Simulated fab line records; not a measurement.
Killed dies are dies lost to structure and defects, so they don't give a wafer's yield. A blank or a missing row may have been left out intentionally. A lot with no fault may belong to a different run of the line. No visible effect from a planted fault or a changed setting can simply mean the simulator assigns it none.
fab line records + flow nand-harc
record:
- lots: 6
- wafers: 18
- last-day: 35
route steps=1302 shown A_STAIRCASE@784 END@1302
lots that met no fault: taken from a fault-free run of the same line
start-h: the number of hours between the record's first day and the start of the first shown wafer of the lot + wait-h: how many hours have passed since the lot's step before this one + " as in the row above + L1.1+2: several wafers, shown together as one row + - no value, or no start given + * or withheld: withheld + < > ~ a bound
route shown NAME@n: names a module that has steps shown in the file, with the first one's number in the route + usual: the fault-free wafers' mean and standard deviation + same: alike in all rows + chamber/n: place in a boat + sites: each site's reading + _std_site: standard deviation of those values + _edge_site: outer sites' mean less inner sites' + radius-mm: how far each site lies from the wafer's centre + mask NAME#n: copy n + behind: the tool/chamber that last shaped the wafer + hold: the reason the lot was held/the length of the hold in hours/how it ended + device: the n, p or np transistor that did not switch + end of line: tests of these same wafers at the route's end + a step with no rows: only its recipe + killed: count of dies lost to structure and defects at first sort (not the wafer's yield) + map: the dies of a wafer, with x for killed, . for not killed, _ for no die there
set.NAME: the run value of the setting; set.NAME@STEP: its run value at that earlier step + model.NAME: the simulator's own value behind a step, which no gauge read
lots seen at some steps along the route; tables by step, rows by wafer
services: a tool's chamber out of use, with start hour (start-h, from the record's first day; less than 0 if before it), hours out, and reason
== steps ==
step: NHARC_A_STAIRCASE_DESCUM_270
recipe:
- time-s: 3
- o2-flow-sccm: 200
- ar-flow-sccm: 0
- bias-power-w: 0
- chemistry: O2
usual:
- chamber-pressure-mTorr: 60.00/0.055
- drypump-motor-current-A: 5.7/0.5
- mfc-ar-sccm: 0.005/0.0088
- o2-flow-sccm: 200.0/0.64
- oes-product-au: 1.001/0.0071
- rf-vpp-V: 57.7/0.93
- showerhead-plenum-p-Torr: 1.88/0.074
- throttle-valve-pct: 11.312/0.0092
| lot.wafer | tool        | chamber | start-h | wait-h | chamber-pressure-mTorr | drypump-motor-current-A | mfc-ar-sccm | o2-flow-sccm | oes-product-au | rf-hours-counter-h | rf-vpp-V | showerhead-plenum-p-Torr | throttle-valve-pct |
|-----------|-------------|---------|---------|--------|------------------------|-------------------------|-------------|--------------|----------------|--------------------|----------|--------------------------|--------------------|
| L865.1    | rie-diel-04 | 1       | 371.23  | -      | 59.91                  | 4.9                     | 0           | 200.5        | 0.999          | 2                  | 57.8     | 1.79                     | 11.307             |
| L865.4    | "           | 2       | "       | "      | 59.92                  | 5.8                     | 0           | 200.9        | 1.006          | 1                  | 57.9     | 1.87                     | 11.314             |
| L865.5    | "           | 1       | "       | "      | 59.95                  | 4.9                     | 0           | 201.1        | 1.003          | -                  | 56.1     | 1.79                     | 11.311             |
| L871.2    | rie-diel-07 | 2       | 423.71  | -      | 59.96                  | 5.9                     | 0.025       | 200.5        | 1.003          | 48                 | 57.8     | 1.89                     | 11.293             |
| L871.3    | "           | 0       | "       | "      | 60.07                  | 6.5                     | 0           | 200.1        | 0.998          | 48                 | 58.7     | 2.02                     | 11.301             |
| L871.1    | "           | 1       | "       | "      | 60.00                  | 5.7                     | 0           | 199.8        | 0.997          | 47                 | 58.9     | 1.87                     | 11.305             |
| L878.1    | rie-diel-07 | 2       | 505.08  | -      | 59.97                  | 5.9                     | 0.025       | 199.2        | 0.998          | 4                  | 57.6     | 1.88                     | 11.307             |
| L878.3    | "           | 1       | "       | "      | 59.96                  | 5.7                     | 0           | 201.0        | 0.993          | 4                  | 58.6     | 1.86                     | 11.301             |
| L878.6    | "           | 3       | "       | "      | 60.06                  | 6.1                     | 0           | 200.4        | 1.000          | -                  | 56.6     | 1.83                     | 11.308             |
| L880.4    | rie-diel-04 | 1       | 516.10  | -      | 59.98                  | 4.9                     | 0           | 201.1        | 0.988          | 48                 | 57.6     | 1.78                     | 11.322             |
| L880.6    | "           | 1       | "       | "      | 59.92                  | 4.9                     | 0           | 200.9        | 1.006          | -                  | 56.1     | 1.78                     | 11.319             |
| L880.5    | "           | 2       | "       | "      | 60.05                  | 5.8                     | 0           | 200.3        | 1.001          | -                  | 57.2     | 1.85                     | 11.305             |
| L885.2    | rie-diel-10 | 3       | 563.12  | -      | 60.06                  | 5.6                     | 0           | 201.3        | 1.001          | 39                 | 57.8     | 1.83                     | 11.298             |
| L885.3    | "           | 0       | "       | "      | 60.01                  | 6.2                     | 0.016       | 201.0        | 1.011          | 44                 | 55.9     | 1.90                     | 11.321             |
| L885.1    | "           | 1       | "       | "      | 60.04                  | 5.2                     | 0.014       | 200.3        | 0.996          | 47                 | 57.2     | 1.83                     | 11.327             |
| L888.1    | rie-diel-04 | 3       | 610.93  | -      | 59.99                  | 6.1                     | 0           | 198.8        | 0.992          | 25                 | 56.6     | 1.93                     | 11.300             |
| L888.4    | "           | 0       | "       | "      | 60.01                  | 4.6                     | 0           | 198.7        | 0.998          | 24                 | 57.7     | 2.03                     | 11.301             |
| L888.6    | "           | 2       | "       | "      | 59.94                  | 5.7                     | 0           | 199.6        | 0.995          | -                  | 56.0     | 1.84                     | 11.309             |
step: NHARC_A_STAIRCASE_ETCH_271
recipe:
- cf4-flow-sccm: 100
- chf3-flow-sccm: 30
- ar-flow-sccm: 0
- rf-w: 500
- bias-w: 200
- chemistry: CF4/CHF3
step: NHARC_A_STAIRCASE_HM_OPEN_457
recipe:
- o2-flow-sccm: 400
- cos-flow-sccm: 20
- ar-flow-sccm: 0
- rf-w: 500
- bias-w: 300
- chemistry: O2/COS
usual:
- chamber-pressure-mTorr: 19.998/0.019
- drypump-motor-current-A: 5.7/0.54
- mfc-ar-sccm: 0.005/0.0082
- o2-flow-sccm: 400.1/1.4
- oes-product-au: 1.001/0.0079
- rf-vpp-V: 466.2/2.8
- showerhead-plenum-p-Torr: 3.08/0.12
- throttle-valve-pct: 28.330/0.0092
| lot.wafer | tool        | chamber | start-h | wait-h | chamber-pressure-mTorr | drypump-motor-current-A | mfc-ar-sccm | o2-flow-sccm | oes-product-au | rf-hours-counter-h | rf-vpp-V | showerhead-plenum-p-Torr | throttle-valve-pct |
|-----------|-------------|---------|---------|--------|------------------------|-------------------------|-------------|--------------|----------------|--------------------|----------|--------------------------|--------------------|
| L865.4    | rie-diel-04 | 0       | -       | -      | 19.967                 | 4.6                     | 0           | 398.8        | 1.010          | 2                  | 473.3    | 3.34                     | 28.350             |
| L865.1    | "           | 1       | "       | "      | 19.986                 | 4.9                     | 0           | 401.6        | 0.995          | 2                  | 462.6    | 2.93                     | 28.336             |
| L865.5    | "           | 0       | "       | "      | 20.008                 | 4.6                     | 0           | 399.6        | 1.017          | -                  | 472.5    | 3.34                     | 28.327             |
| L871.2    | rie-diel-07 | 2       | -       | -      | 20.011                 | 5.9                     | 0.025       | 398.1        | 0.991          | 48                 | 466.3    | 3.09                     | 28.333             |
| L871.3    | "           | 0       | "       | "      | 19.997                 | 6.5                     | 0           | 400.7        | 1.008          | 48                 | 471.5    | 3.29                     | 28.350             |
| L871.1    | "           | 1       | "       | "      | 19.994                 | 5.7                     | 0           | 400.2        | 1.000          | 47                 | 464.9    | 3.05                     | 28.329             |
| L878.1    | rie-diel-07 | 3       | -       | -      | 19.981                 | 6.1                     | 0           | 400.3        | 0.994          | 5                  | 464.9    | 3.00                     | 28.312             |
| L878.3    | "           | 1       | "       | "      | 19.992                 | 5.7                     | 0           | 399.8        | 0.999          | 4                  | 464.7    | 3.04                     | 28.325             |
| L878.6    | "           | 0       | "       | "      | 19.993                 | 6.5                     | 0           | 399.5        | 0.995          | -                  | 470.2    | 3.28                     | 28.322             |
| L880.4    | rie-diel-04 | 1       | -       | -      | 20.042                 | 4.9                     | 0           | 399.9        | 0.989          | 48                 | 462.8    | 2.91                     | 28.329             |
| L880.6    | "           | 3       | "       | "      | 19.980                 | 6.2                     | 0           | 398.7        | 0.999          | -                  | 469.1    | 3.17                     | 28.328             |
| L880.5    | "           | 0       | "       | "      | 20.022                 | 4.6                     | 0           | 400.5        | 0.986          | -                  | 469.9    | 3.32                     | 28.323             |
| L885.3    | rie-diel-10 | 2       | -       | -      | 20.020                 | 6.0                     | 0           | 403.1        | 1.001          | 45                 | 463.6    | 2.92                     | 28.319             |
| L885.1    | "           | 0       | "       | "      | 19.973                 | 6.3                     | 0.016       | 400.5        | 1.009          | 44                 | 467.2    | 3.10                     | 28.333             |
| L885.2    | "           | 1       | "       | "      | 20.002                 | 5.2                     | 0.014       | 402.3        | 1.003          | 47                 | 464.0    | 2.99                     | 28.328             |
| L888.4    | rie-diel-04 | 2       | -       | -      | 20.024                 | 5.8                     | 0           | 399.1        | 0.998          | 26                 | 465.0    | 3.02                     | 28.315             |
| L888.1    | "           | 3       | "       | "      | 19.995                 | 6.2                     | 0           | 397.1        | 1.005          | 25                 | 468.1    | 3.15                     | 28.333             |
| L888.6    | "           | 1       | "       | "      | 20.018                 | 4.9                     | 0           | 398.8        | 1.002          | -                  | 463.0    | 2.90                     | 28.332             |
step: NHARC_A_STAIRCASE_STRIP_458
recipe:
- o2-flow-sccm: 400
- cos-flow-sccm: 20
- ar-flow-sccm: 0
- bias-w: 0
- chemistry: O2/COS
step: NHARC_A_STAIRCASE_ETCH_451
recipe:
- target-depth-a: 300
- overetch-a: 30
- time-s: 16.5
- ion-energy-ev: 100
- cf4-flow-sccm: 80
- o2-flow-sccm: 20
- ar-flow-sccm: 0
- rf-w: 300
- bias-w: 100
- chemistry: CF4/O2
usual:
- chamber-pressure-mTorr: 30.001/0.027
- drypump-motor-current-A: 5.7/0.54
- mfc-ar-sccm: 0.005/0.0085
- o2-flow-sccm: 20.01/0.061
- oes-product-au: 1.000/0.0068
- rf-vpp-V: 197.4/1.4
- showerhead-plenum-p-Torr: 1.31/0.054
- throttle-valve-pct: 13.397/0.0094
| lot.wafer | tool        | chamber | start-h | wait-h | chamber-pressure-mTorr | drypump-motor-current-A | mfc-ar-sccm | o2-flow-sccm | oes-product-au | rf-hours-counter-h | rf-vpp-V | showerhead-plenum-p-Torr | throttle-valve-pct |
|-----------|-------------|---------|---------|--------|------------------------|-------------------------|-------------|--------------|----------------|--------------------|----------|--------------------------|--------------------|
| L865.4    | rie-diel-04 | 3       | -       | -      | 30.022                 | 6.2                     | 0           | 20.08        | 1.006          | 2                  | 198.0    | 1.37                     | 13.409             |
| L865.1    | "           | 0       | "       | "      | 29.963                 | 4.6                     | 0           | 20.06        | 0.999          | 2                  | 200.2    | 1.43                     | 13.400             |
| L865.5    | "           | 3       | "       | "      | 30.005                 | 6.2                     | 0           | 20.01        | 1.005          | -                  | 199.4    | 1.37                     | 13.382             |
| L871.3    | rie-diel-07 | 2       | -       | -      | 29.981                 | 5.9                     | 0.025       | 19.97        | 1.005          | 48                 | 195.8    | 1.32                     | 13.400             |
| L871.2    | "           | 0       | "       | "      | 30.012                 | 6.5                     | 0           | 19.97        | 0.997          | 49                 | 199.0    | 1.41                     | 13.393             |
| L871.1    | "           | 1       | "       | "      | 29.988                 | 5.7                     | 0           | 20.01        | 0.999          | 47                 | 198.6    | 1.30                     | 13.404             |
| L878.1    | rie-diel-07 | 1       | -       | -      | 30.027                 | 5.7                     | 0           | 19.93        | 0.999          | 4                  | 196.1    | 1.30                     | 13.403             |
| L878.3    | "           | 2       | "       | "      | 30.032                 | 5.9                     | 0.025       | 20.07        | 0.997          | 4                  | 197.9    | 1.31                     | 13.386             |
| L878.6    | "           | 0       | "       | "      | 29.968                 | 6.5                     | 0           | 20.00        | 1.010          | -                  | 200.5    | 1.40                     | 13.396             |
| L880.4    | rie-diel-04 | 2       | -       | -      | 30.006                 | 5.8                     | 0           | 19.97        | 0.993          | 52                 | 197.5    | 1.30                     | 13.392             |
| L880.6    | "           | 0       | "       | "      | 29.982                 | 4.6                     | 0           | 20.10        | 0.996          | -                  | 198.9    | 1.42                     | 13.396             |
| L880.5    | "           | 1       | "       | "      | 29.976                 | 4.9                     | 0           | 19.84        | 0.996          | -                  | 195.3    | 1.24                     | 13.388             |
| L885.2    | rie-diel-10 | 3       | -       | -      | 29.996                 | 5.5                     | 0           | 20.10        | 1.001          | 39                 | 196.5    | 1.28                     | 13.414             |
| L885.1    | "           | 1       | "       | "      | 30.016                 | 5.2                     | 0.014       | 20.04        | 0.992          | 47                 | 197.5    | 1.28                     | 13.391             |
| L885.3    | "           | 2       | "       | "      | 29.978                 | 6.0                     | 0           | 20.01        | 0.998          | 45                 | 195.5    | 1.25                     | 13.387             |
| L888.4    | rie-diel-04 | 2       | -       | -      | 29.976                 | 5.8                     | 0           | 19.93        | 1.001          | 26                 | 196.1    | 1.29                     | 13.399             |
| L888.1    | "           | 0       | "       | "      | 30.025                 | 4.6                     | 0           | 20.07        | 1.005          | 24                 | 199.6    | 1.41                     | 13.389             |
| L888.6    | "           | 1       | "       | "      | 29.968                 | 4.9                     | 0           | 20.00        | 1.001          | -                  | 196.2    | 1.24                     | 13.399             |
step: NHARC_A_STAIRCASE_ETCH_273
recipe:
- target-depth-a: 1.02e+05
- time-s: 2468.6
- ion-energy-ev: 800
- c4f8-flow-sccm: 80
- o2-flow-sccm: 60
- ar-flow-sccm: withheld
- rf-w: 600
- bias-w: 3000
- chemistry: C4F8/O2/Ar
usual:
- chamber-pressure-mTorr: 25.001/0.024
- oes-product-au: 0.938/0.0095
- rf-vpp-V: 1823/9.9
| lot.wafer | tool        | chamber | start-h | wait-h | chamber-pressure-mTorr | oes-product-au | rf-hours-counter-h | rf-vpp-V |
|-----------|-------------|---------|---------|--------|------------------------|----------------|--------------------|----------|
| L865.4    | rie-diel-04 | 0       | -       | -      | 24.994                 | 0.940          | 2                  | 1846     |
| L865.1    | "           | 2       | "       | "      | 25.021                 | 0.937          | 2                  | 1822     |
| L865.5    | "           | 1       | "       | "      | 24.980                 | 0.943          | -                  | 1810     |
| L871.2    | rie-diel-07 | 2       | -       | -      | 24.957                 | 0.936          | 48                 | 1824     |
| L871.1    | "           | 0       | "       | "      | 24.953                 | 0.949          | 49                 | 1841     |
| L871.3    | "           | 1       | "       | "      | 25.002                 | 0.940          | 47                 | 1821     |
| L878.3    | rie-diel-07 | 2       | -       | -      | 24.998                 | 0.931          | 5                  | 1824     |
| L878.1    | "           | 1       | "       | "      | 25.007                 | 0.933          | 4                  | 1819     |
| L878.6    | "           | 2       | "       | "      | 24.956                 | 0.925          | -                  | 1823     |
| L880.4    | rie-diel-04 | 3       | -       | -      | 25.030                 | 0.939          | 53                 | 1831     |
| L880.6    | "           | 2       | "       | "      | 24.975                 | 0.928          | -                  | 1820     |
| L880.5    | "           | 3       | "       | "      | 25.032                 | 0.932          | -                  | 1831     |
| L885.1    | rie-diel-10 | 0       | -       | -      | 25.008                 | 0.947          | 44                 | 1826     |
| L885.2    | "           | 1       | "       | "      | 24.972                 | 0.942          | 48                 | 1817     |
| L885.3    | "           | 2       | "       | "      | 25.043                 | 0.945          | 45                 | 1811     |
| L888.4    | rie-diel-04 | 3       | -       | -      | 25.023                 | 0.933          | 25                 | 1828     |
| L888.1    | "           | 1       | "       | "      | 25.044                 | 0.926          | 26                 | 1808     |
| L888.6    | "           | 3       | "       | "      | 25.008                 | 0.924          | -                  | 1830     |
step: NHARC_A_STAIRCASE_STRIP_274
recipe:
- o2-flow-sccm: 500
- ar-flow-sccm: 0
- bias-w: 0
- chemistry: O2
step: NHARC_A_STAIRCASE_STRIP_275
recipe:
- time-s: 900
- temp-c: 130
- chemistry: SPM
step: NHARC_A_STAIRCASE_PRECLEAN_276
recipe:
- time-s: *
- temp-c: 50
- bath-age-min: 0
- chemistry: SC1
step: NHARC_A_STAIRCASE_SRD_277
step: NHARC_A_STAIRCASE_HM_DEP_459
recipe:
- target-thk-a: 15000
- temp-c: 400
- material: aC
usual:
- throttle-valve-pct: 35.001/0.008
| lot.wafer | tool       | chamber | start-h | wait-h | throttle-valve-pct |
|-----------|------------|---------|---------|--------|--------------------|
| L865.1    | acl-dep-03 | 0       | 381.57  | 7.3    | 34.999             |
| L865.4    | "          | 0       | "       | "      | 34.993             |
| L865.5    | "          | 0       | "       | "      | 35.005             |
| L871.1    | acl-dep-03 | 0       | 428.85  | 1.4    | 34.985             |
| L871.2    | "          | 0       | "       | "      | 35.016             |
| L871.3    | "          | 0       | "       | "      | 34.993             |
| L878.1    | acl-dep-02 | 0       | 508.22  | 0.1    | 34.984             |
| L878.3    | "          | 0       | "       | "      | 35.000             |
| L878.6    | "          | 0       | "       | "      | 35.006             |
| L880.4    | acl-dep-02 | 0       | 521.37  | 2.3    | 35.002             |
| L880.5    | "          | 0       | "       | "      | 34.985             |
| L880.6    | "          | 0       | "       | "      | 34.999             |
| L885.1    | acl-dep-03 | 0       | 566.13  | 0.1    | 35.004             |
| L885.2    | "          | 0       | "       | "      | 35.004             |
| L885.3    | "          | 0       | "       | "      | 34.999             |
| L888.1    | acl-dep-01 | 0       | 617.92  | 4.0    | 34.998             |
| L888.4    | "          | 0       | "       | "      | 34.999             |
| L888.6    | "          | 0       | "       | "      | 34.991             |
step: NHARC_A_STAIRCASE_DEP_280
recipe:
- target-thk-a: 300
- target-thk-nm: 30
- temp-c: 400
- pressure-torr: 3.5
- flow-sccm: 200
- rf-w: 350
- material: SiON
usual:
- chamber-pressure-Torr: 3.501/0.0077
- heater-power-w: 824/97
- rf-fwd-power-W: 348.5/1.2
- showerhead-vpp-V: 1188/86
| lot.wafer | tool     | chamber | start-h | wait-h | chamber-pressure-Torr | heater-power-w | rf-fwd-power-W | showerhead-vpp-V |
|-----------|----------|---------|---------|--------|-----------------------|----------------|----------------|------------------|
| L865.1    | pecvd-02 | 2       | 383.45  | 1.6    | 3.496                 | 853            | 347.3          | 1088             |
| L865.5    | "        | 2       | "       | "      | 3.500                 | 851            | 347.2          | 1076             |
| L865.4    | "        | 1       | "       | "      | 3.509                 | 776            | 348.9          | 1267             |
| L871.3    | pecvd-04 | 0       | 430.69  | 0.9    | 3.498                 | 786            | 349.7          | 1174             |
| L871.2    | "        | 1       | "       | "      | 3.499                 | 696            | 348.4          | 1211             |
| L871.1    | "        | 2       | "       | "      | 3.498                 | 820            | 349.9          | 1137             |
| L878.3    | pecvd-04 | 0       | 510.06  | 0.9    | 3.504                 | 806            | 207.5          | 893              |
| L878.1    | "        | 2       | "       | "      | 3.500                 | 856            | 348.9          | 1142             |
| L878.6    | "        | 0       | "       | "      | 3.505                 | 819            | 207.6          | 903              |
| L880.6    | pecvd-04 | 1       | 522.40  | 0.1    | 3.494                 | 769            | 347.7          | 1198             |
| L880.4    | "        | 2       | "       | "      | 3.496                 | 910            | 347.3          | 1104             |
| L880.5    | "        | 0       | "       | "      | 3.510                 | 857            | 207.1          | 908              |
| L885.3    | pecvd-02 | 1       | 567.98  | 0.9    | 3.490                 | 780            | 350.4          | 1250             |
| L885.1    | "        | 2       | "       | "      | 3.503                 | 726            | 347.0          | 1098             |
| L885.2    | "        | 0       | "       | "      | 3.488                 | 954            | 351.3          | 1220             |
| L888.1    | pecvd-02 | 1       | 619.81  | 1.6    | 3.490                 | 730            | 347.7          | 1279             |
| L888.4    | "        | 2       | "       | "      | 3.507                 | 730            | 350.7          | 1082             |
| L888.6    | "        | 1       | "       | "      | 3.509                 | 735            | 348.0          | 1275             |
step: NHARC_A_STAIRCASE_DEHYDRATE_281
recipe:
- temp-c: 150
- time-s: 120
step: NHARC_END_SORT_01
recipe:
- temp-c: 25
usual:
- killed-at-array: 44/16
- killed-at-other: 0.6/1.1
- killed-at-periphery: 3.9/2.6
- killed-dies: 48/16
- killed-open: 3.1/1.9
- killed-short: 2.4/1.8
same:
- gross-dies: 677
| lot.wafer | tool      | chamber | start-h | wait-h | killed-at-array | killed-at-other | killed-at-periphery | killed-dies | killed-open | killed-short |
|-----------|-----------|---------|---------|--------|-----------------|-----------------|---------------------|-------------|-------------|--------------|
| L865.1    | prober-02 | 0       | 565.88  | 2.5    | 34              | 1               | 2                   | 37          | 3           | 0            |
| L865.4    | prober-02 | 0       | 568.29  | 3.4    | 39              | 2               | 3                   | 44          | 2           | 5            |
| L865.5    | prober-02 | 0       | 569.10  | 3.7    | 33              | 2               | 2                   | 37          | 4           | 1            |
killed by level:class
L865.1 A_CHANNEL_HOLE_D1:chamber-film-flake=17 A_STAIRCASE:chamber-film-flake=5 A_CHANNEL_HOLE_D2:chamber-film-flake=5 A_CONTACT:chamber-film-flake=3 A_CHANNEL_FILL_D1:geometric-particle:open=1 A_DECK1_JOINT:geometric-particle:open=1 A_M0:geometric-particle:open=1 P_STI:chamber-film-flake=1
L865.4 A_CHANNEL_HOLE_D1:chamber-film-flake=18 A_STAIRCASE:chamber-film-flake=8 A_CHANNEL_HOLE_D2:chamber-film-flake=5 THIN_TSV:chamber-film-flake=2 P_GATE:geometric-particle:short=1 A_ONON_D1:geometric-particle:short=1 A_DECK1_JOINT:geometric-particle:short=1 A_WL_FILL:geometric-particle:short=1
L865.5 A_CHANNEL_HOLE_D1:chamber-film-flake=16 A_STAIRCASE:chamber-film-flake=8 A_CONTACT:chamber-film-flake=2 THIN_TSV:chamber-film-flake=2 A_SOURCE_PLATE:geometric-particle:open=1 A_CHANNEL_FILL_D1:geometric-particle:short=1 A_SGD_CUT:geometric-particle:open=1 A_BLC:geometric-particle:open=1
== services ==
| tool        | chamber | start-h | hours | kind   |
|-------------|---------|---------|-------|--------|
| rie-diel-10 | 2       | 348.90  | 2.8   | repair |
| rie-diel-04 | -       | 355.41  | 9.0   | pm     |
| rie-diel-07 | 0       | 364.85  | 8.3   | repair |
| pecvd-02    | -       | 367.98  | 1.9   | repair |
| rie-diel-10 | 0       | 379.77  | 7.1   | repair |
| pecvd-02    | -       | 408.09  | 13.0  | pm     |
| rie-diel-07 | 1       | 408.63  | 3.9   | repair |
| rie-diel-07 | 3       | 411.93  | 19.5  | repair |
| rie-diel-10 | -       | 419.56  | 9.0   | pm     |
| acl-dep-02  | -       | 426.53  | 13.0  | pm     |
| pecvd-04    | -       | 431.62  | 0.8   | repair |
| pecvd-04    | -       | 450.68  | 13.0  | pm     |
| pecvd-04    | -       | 465.44  | 0.2   | repair |
| rie-diel-07 | -       | 468.92  | 0.6   | repair |
| rie-diel-07 | -       | 471.23  | 9.0   | pm     |
| acl-dep-03  | -       | 482.37  | 13.0  | pm     |
| rie-diel-04 | 0       | 488.14  | 4.4   | repair |
| rie-diel-04 | 1       | 492.65  | 4.0   | repair |
| rie-diel-04 | -       | 532.41  | 9.0   | pm     |
| rie-diel-07 | -       | 550.42  | 0.9   | repair |
| rie-diel-07 | 0       | 562.55  | 12.0  | repair |
| pecvd-02    | -       | 589.14  | 13.0  | pm     |
| rie-diel-10 | -       | 596.59  | 9.0   | pm     |
| acl-dep-02  | -       | 607.53  | 13.0  | pm     |
== key ==
first-sign:
- step: NHARC_A_STAIRCASE_DEP_280
- reading: rf-fwd-power-W
- direction: down
- sigmas: 99+
- usual: *
- struck: *
effect:
- step: NHARC_A_STAIRCASE_DEP_280
- reading: showerhead-vpp-V
- direction: down
- sigmas: 3.4
- usual: 1188
- struck: 901
met-at NHARC_A_STAIRCASE_DEP_280
struck-wafers L878.3,L878.6,L880.5
tester-left-out L878,L880
onset-between 430.69 510.06
fault:
- kind: process-parameter-drift
- tool: pecvd-04
- chamber: 0
- onset-h: 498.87
- steps: NHARC_A_STAIRCASE_DEP_280
- channel: rf-w
- offset: *
- shape: step
- end-h: 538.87
- acts-in: *
- stated: *
tester-left-out: of these lots the tester's yield and bins aren't shown, on N5 and GAA mostly nor the transistor test; their killed dies are dies lost to structure and defects alone, not to doping, threshold or leakage, so they don't give the yield
